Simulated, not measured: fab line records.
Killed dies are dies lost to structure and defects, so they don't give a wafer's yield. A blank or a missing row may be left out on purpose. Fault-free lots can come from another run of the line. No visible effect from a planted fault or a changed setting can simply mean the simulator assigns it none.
The same fault as seen by 3 desks | flow n5-finfet | each desk holds nothing but its own numbers, with what lay behind them at the end

## FROM THE METROLOGY DESK
Means of the sampled wafers that have a number, per lot and without regard to the tool the lot ran on: this is what the gauges read. A lot is out of limits, marked OUT, if its mean lies more than 4 standard deviations from the usual mean; the brackets give that distance. Shown here are 7 of its 14 readings, the ones lying furthest out on some lot.
Columns: A = M0_RS at N5_BEOL_M0_RS_MEAS_126, usual 0.529 ohm/sq; B = cd-nm at N5_BEOL_M1_CD_MEAS_11, usual 17.01 nm; C = IOFF_N at N5_BEOL_M4_RC_MEAS_101, usual 0.16 nA/um; D = ION_N at N5_BEOL_M4_RC_MEAS_101, usual 673 uA/um; E = ION_P at N5_BEOL_M4_RC_MEAS_101, usual 461 uA/um; F = SS_N at N5_BEOL_M4_RC_MEAS_101, usual 71.5 mV/dec; G = VT_N at N5_BEOL_M4_RC_MEAS_101, usual 250 mV
lot  | first seen here | A     | B     | C    | D   | E   | F    | G
L535 | day 7 02:32     | 0.546 | 17.34 | 0.20 | 689 | 465 | 71.8 | 243
L536 | day 7 08:03     | 0.510 | 16.93 | 0.20 | 683 | 468 | 72.1 | 248
L539 | day 8 02:13     | 0.539 | 16.97 | 0.15 | 650 | 454 | 72.4 | 254
L550 | day 10 18:07    | 0.531 | 16.81 | 0.15 | 683 | 467 | 71.4 | 252
L552 | day 11 06:45    | 0.533 | 17.26 | 0.17 | 682 | 475 | 70.9 | 249
L554 | day 11 15:35    | 0.542 | 17.14 | 0.16 | 671 | 459 | 71.2 | 251
Result from this desk: across the 6 lots, nothing is out of limits.

## THE DEFECT DESK
Counts from the inspections along the route, per lot, as means over the sampled wafers that have a number. A lot is out of limits, marked OUT, if its mean lies more than 4 standard deviations from the usual mean; the brackets give that distance.
Columns: A = raw-defect-count at N5_BEOL_M0_INSPECT_127, usual 77; B = raw-defect-count at N5_BEOL_M1_INSPECT_13, usual 437
lot  | first seen here | A   | B
L535 | day 7 02:33     | 46  | 277
L536 | day 7 08:05     | 90  | 459
L539 | day 8 02:15     | 109 | 396
L550 | day 10 18:08    | 37  | 352
L552 | day 11 06:47    | 61  | 351
L554 | day 11 15:36    | 58  | 417
Result from this desk: across the 6 lots, nothing is out of limits.

## DESK OF THE TOOL OWNER: litho-track-02
The tool's own readings at N5_BEOL_M1_COAT_73 (time 60 s, resist thk 5 nm): means of the sampled wafers that have a number, for each lot that ran on this tool. A lot is out of limits, marked OUT, if its mean lies more than 4 standard deviations from the usual mean; the brackets give that distance.
Columns: A = chill-plate-temp-C at N5_BEOL_M1_COAT_73, usual 23.00 C; B = exhaust-pa at N5_BEOL_M1_COAT_73, usual 45.0 Pa; C = spin-speed-rpm at N5_BEOL_M1_COAT_73, usual 1500.0 rpm
lot  | first seen here | A     | B    | C
L536 | day 7 09:02     | 22.88 | 45.6 | 1432.5 (-61) OUT
L539 | day 8 03:22     | 22.92 | 45.9 | 1433.5 (-60) OUT
L554 | day 11 19:23    | 23.08 | 45.1 | 1499.0
This desk's verdict: out of limits on L536, L539, starting with L536 at day 7 09:02 (spin-speed-rpm at N5_BEOL_M1_COAT_73). Within limits: L554.

## BROUGHT TOGETHER
The tool owner's desk could have raised an alarm at day 7 09:02, on L536, L539.
From the metrology desk's view, nothing was out of limits.
Nothing the defect desk looked at was out of limits.
The metrology desk has L536, L539 on record, within its limits.
The defect desk has L536, L539 on record, within its limits.
N5_BEOL_M1_COAT_73 was run on litho-track-02 by each of the lots named.

## WHAT WAS PUT IN BY THE SIMULATOR
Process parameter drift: litho-track-02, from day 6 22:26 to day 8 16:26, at N5_BEOL_M1_COAT_73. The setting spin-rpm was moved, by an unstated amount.
Struck lots among those shown: L536, L539.
How many hours passed from the start of the fault until each desk's first out-of-limits reading: the tool owner's desk, 11.
